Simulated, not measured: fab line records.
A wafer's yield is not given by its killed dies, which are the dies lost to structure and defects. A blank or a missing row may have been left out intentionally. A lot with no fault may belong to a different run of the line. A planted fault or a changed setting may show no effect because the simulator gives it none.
Chamber matching :: flow nand_harc :: 3 sister chambers for NHARC_P_M0_PRE_CLEAN_31 on pecvd-04
The step time 12 s. 16 wafers are shown with their chamber, then 8 later ones without.

## WAFERS PAIRED WITH THEIR CHAMBERS
wafer: L077.3
chamber: 1
heater_power_w (W): 677

wafer: L077.4
chamber: 0
heater_power_w (W): 555

wafer: L077.5
chamber: 2
heater_power_w (W): 539

wafer: L079.1
chamber: 0
heater_power_w (W): 576

wafer: L079.2
chamber: 2
heater_power_w (W): 659

wafer: L079.3
chamber: 1
heater_power_w (W): 720

wafer: L080.2
chamber: 1
heater_power_w (W): 703

wafer: L080.3
chamber: 2
heater_power_w (W): 598

wafer: L080.5
chamber: 1
heater_power_w (W): 718

wafer: L082.2
chamber: 0
heater_power_w (W): 523

wafer: L082.4
chamber: 2
heater_power_w (W): 587

wafer: L082.5
chamber: 1
heater_power_w (W): 659

wafer: L083.2
chamber: 0
heater_power_w (W): 519

wafer: L083.3
chamber: 1
heater_power_w (W): 702

wafer: L083.6
chamber: 1
heater_power_w (W): 724

wafer: L085.3
chamber: 0
heater_power_w (W): 565

SIGNATURES, as means of the wafers listed above
reading: heater_power_w
chamber 0: 547.60
chamber 1: 700.43
chamber 2: 595.75
scatter within a chamber: 32.1
Rule: for a wafer and a chamber, the distance is found by dividing, reading by reading, the gap between the wafer's reading and the chamber's mean by the reading's scatter, squaring, summing and taking the root. The wafer belongs to the nearest chamber; if the next one is less than 2 further off, it can't be placed. The scatter: take each reading less its chamber's mean, square it, sum over the shown wafers, divide by the number of wafers less the number of chambers, and take the root.

## WAFERS WHOSE CHAMBER IS MISSING
wafer: L085.4
heater_power_w (W): 654

wafer: L085.5
heater_power_w (W): 560

wafer: L094.1
heater_power_w (W): 601

wafer: L094.2
heater_power_w (W): 489

wafer: L094.5
heater_power_w (W): 606

wafer: L096.2
heater_power_w (W): 610

wafer: L096.3
heater_power_w (W): 585

wafer: L096.4
heater_power_w (W): 634

## CHAMBER TAKEN BY EACH
wafer: L085.4
from the rows above: can't be placed: 1 or 2 or 0
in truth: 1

wafer: L085.5
from the rows above: can't be placed: 0 or 2
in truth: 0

wafer: L094.1
from the rows above: can't be placed: 2 or 0
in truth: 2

wafer: L094.2
from the rows above: can't be placed: 0 or 2
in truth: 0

wafer: L094.5
from the rows above: can't be placed: 2 or 0
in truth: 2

wafer: L096.2
from the rows above: can't be placed: 2 or 0
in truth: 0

wafer: L096.3
from the rows above: can't be placed: 2 or 0
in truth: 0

wafer: L096.4
from the rows above: can't be placed: 2 or 1 or 0
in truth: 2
Correct placement for 0 of the 8. Not placeable from these rows: 8 (in 8, the candidates include the true chamber). 0 placed wrongly.
